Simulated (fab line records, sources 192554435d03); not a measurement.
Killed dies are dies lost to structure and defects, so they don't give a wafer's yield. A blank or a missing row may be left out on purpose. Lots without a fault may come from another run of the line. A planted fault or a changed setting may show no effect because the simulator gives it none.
Chamber matching | flow n5_finfet | N5_BEOL_M2_STRIP_36 on rie_diel-04: 4 sister chambers
The step strips in N2/H2. 4 wafers are shown with their chamber, then 12 later ones without.

WAFERS WITH THEIR CHAMBER
wafer  | chamber | drypump_motor_current_A (A)
L084.6 | 0       | 5.6
L085.3 | 3       | 5.6
L085.4 | 1       | 5.6
L085.5 | 2       | 6.5

WAFERS WITHOUT THEIR CHAMBER
wafer  | drypump_motor_current_A (A)
L086.2 | 6.5
L086.5 | 5.6
L086.6 | 5.6
L090.1 | 5.7
L090.3 | 5.6
L090.5 | 5.6
L094.2 | 5.6
L094.4 | 6.5
L094.6 | 5.6
L097.3 | 5.6
L097.4 | 5.6
L097.5 | 5.6

WHICH CHAMBER EACH WENT THROUGH
wafer  | from the rows above          | in truth
L086.2 | 2                            | 2
L086.5 | can't be placed: 0 or 1 or 3 | 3
L086.6 | can't be placed: 0 or 1 or 3 | 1
L090.1 | can't be placed: 0 or 1 or 3 | 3
L090.3 | can't be placed: 0 or 1 or 3 | 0
L090.5 | can't be placed: 0 or 1 or 3 | 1
L094.2 | can't be placed: 0 or 1 or 3 | 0
L094.4 | 2                            | 2
L094.6 | can't be placed: 0 or 1 or 3 | 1
L097.3 | can't be placed: 0 or 1 or 3 | 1
L097.4 | can't be placed: 0 or 1 or 3 | 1
L097.5 | can't be placed: 0 or 1 or 3 | 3
Placed correctly: 2 of 12. Can't be placed from these rows: 10 (the true chamber is among the candidates in 10). Placed wrongly: 0.
How it was worked out, from the rows above alone: a wafer's distance from a chamber is the root of the sum, over the readings, of the square of ((its reading less the chamber's mean) divided by the reading's scatter). The wafer belongs to the nearest chamber; if the next one is less than 2 further off, it can't be placed. A chamber's mean is the mean of its shown wafers. The scatter: with one shown wafer a chamber, the root of the mean of the squares of how far each hidden wafer lies from its nearest shown one.
